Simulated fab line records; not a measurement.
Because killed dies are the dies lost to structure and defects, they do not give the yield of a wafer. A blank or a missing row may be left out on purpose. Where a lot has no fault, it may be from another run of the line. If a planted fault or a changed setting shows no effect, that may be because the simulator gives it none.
Lot-split experiment	flow n5-finfet	39 wafers read from 7 lots, route of 1938 steps

## SPLIT DETAILS
At N5_BEOL_M9_ETCH_62 (etches SOC in N2/H2, target depth 110 nm, overetch 22 nm, time 165 s), the setting target-depth-a was moved away from the recipe's 1100 angstrom on 12 of the 39 wafers read, by -38.3% to +56.0%. For the rest of the wafers, this setting stayed at what the recipe calls for.

The split's own step is where the reading is taken.

## THE READING
SiARC_of_BEOL_M9_COAT_60.thk-nm (the simulator's own value, which no gauge read), in nm, at N5_BEOL_M9_ETCH_62 (etches SOC in N2/H2, target depth 110 nm, overetch 22 nm, time 165 s). No usual value for it is given in the file. The 27 wafers here that ran the recipe average 23.6 nm, standard deviation 0.21 nm.

wafer	tool, chamber at the split	target-depth-a as run, angstrom	against the recipe	SiARC_of_BEOL_M9_COAT_60.thk-nm, nm	against lot-mates on the recipe
L079.1	rie-diel-03, 0,1,1	1100	recipe	23.6	-
L079.3	rie-diel-03, 0,1,1	1100	recipe	23.6	-
L079.6	rie-diel-03, 0,1,1	1100	recipe	23.6	-
L079.2	rie-diel-03, 2	1716	+56.0%	21	-2.6
L079.4	rie-diel-03, 3	1716	+56.0%	20.8	-2.8
L079.5	rie-diel-03, 2	1716	+56.0%	21.2	-2.4
L084.1	rie-diel-06, 2	1547	+40.6%	20.8	-2.7
L084.5	rie-diel-06, 2	1547	+40.6%	20.8	-2.7
L084.2	rie-diel-06, 0	1100	recipe	23.4	-
L084.3	rie-diel-06, 1	1100	recipe	23.6	-
L084.6	rie-diel-06, 1	1100	recipe	23.6	-
L084.4	rie-diel-06, 3	1547	+40.6%	21.6	-1.9
L085.1	rie-diel-03, 3,1	1100	recipe	23.6	-
L085.3	rie-diel-03, 3,1	1100	recipe	23.6	-
L085.2	rie-diel-03, 2,3	803.5	-27.0%	25.2	+1.7
L085.6	rie-diel-03, 2,3	803.5	-27.0%	25.2	+1.7
L085.4	rie-diel-03, 0	1100	recipe	23.4	-
L085.5	rie-diel-03, 0	803.5	-27.0%	24.8	+1.3
L092.1	rie-diel-03, 3	1100	recipe	23.8	-
L092.6	rie-diel-03, 3	1100	recipe	23.8	-
L092.2	rie-diel-03, 1,2,0,2	1100	recipe	23.6	-
L092.3	rie-diel-03, 1,2,0,2	1100	recipe	23.6	-
L092.4	rie-diel-03, 1,2,0,2	1100	recipe	23.6	-
L092.5	rie-diel-03, 1,2,0,2	1100	recipe	23.6	-
L094.1	rie-diel-05, 3	1100	recipe	23.2	-
L094.2	rie-diel-05, 1,0,1,0	1100	recipe	23.4	-
L094.3	rie-diel-05, 1,0,1,0	1100	recipe	23.4	-
L094.5	rie-diel-05, 1,0,1,0	1100	recipe	23.4	-
L094.6	rie-diel-05, 1,0,1,0	1100	recipe	23.4	-
L094.4	rie-diel-05, 3	1100	recipe	23	-
L095.1	rie-diel-03, 2	678.6	-38.3%	25.6	+1.9
L095.2	rie-diel-03, 0,2	1100	recipe	23.6	-
L095.6	rie-diel-03, 0,2	1100	recipe	23.6	-
L095.3	rie-diel-03, 3	1100	recipe	23.8	-
L095.4	rie-diel-03, 1	678.6	-38.3%	25.8	+2.1
L095.5	rie-diel-03, 1	678.6	-38.3%	25.8	+2.1
L097.1	rie-diel-06, 1	1100	recipe	23.6	-
L097.2	rie-diel-06, 3	1100	recipe	24	-
L097.5	rie-diel-06, 3	1100	recipe	24	-
When a row names more than one chamber, that row covers several wafers, and the file does not tell which wafer ran in which chamber.

THE FIT
A straight line over all 39 wafers: SiARC_of_BEOL_M9_COAT_60.thk-nm changes by -0.0529 nm for each +1% of target-depth-a; r = -0.98; the points scatter about the line by 0.27 nm.
The same after taking each lot's own level away (the mean of its wafers on the recipe; 39 wafers): -0.0525 nm for each +1%; r = -0.99; scatter 0.22 nm.
According to that fit, moving target-depth-a by its largest amount changes the reading by 2.9 nm.
The lots' own levels span 23.30 to 23.87 nm, that is 2.7 times the standard deviation above.
Consequently the slope shifts little with the lot-to-lot level, the two slopes agreeing.
Check: -2.99 nm against its lot-mates is what the line predicts for one of the wafers moved furthest among these (+56.0%) when that wafer is left out of the fit. Against them it came out at -2.6 nm.

## THE WHOLE CHAIN: every reading that the file lists as answering this split, in the file's order
step	what it does	reading	change (the file's fit)	r (the file's)
N5_BEOL_M9_ETCH_62	etches SOC in N2/H2, target depth 110 nm, overetch 22 nm, time 165 s	SiARC_of_BEOL_M9_COAT_60.thk-nm (the simulator's own value, which no gauge read)	-0.0525 nm for each +1% of the setting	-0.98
N5_BEOL_M9_HM_OPEN_17	chemistry Cl2/BCl3, target TiN, target depth 20 nm, overetch 6 nm	etch.depth-nm (the simulator's own value, which no gauge read)	not straight: 20.15 at the lowest setting, 19.93 at the recipe, 12.4 at the highest	not given

## FILE'S OWN FIT
SiARC_of_BEOL_M9_COAT_60.thk-nm changes by -0.0525 nm for each +1% of target-depth-a, r = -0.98.
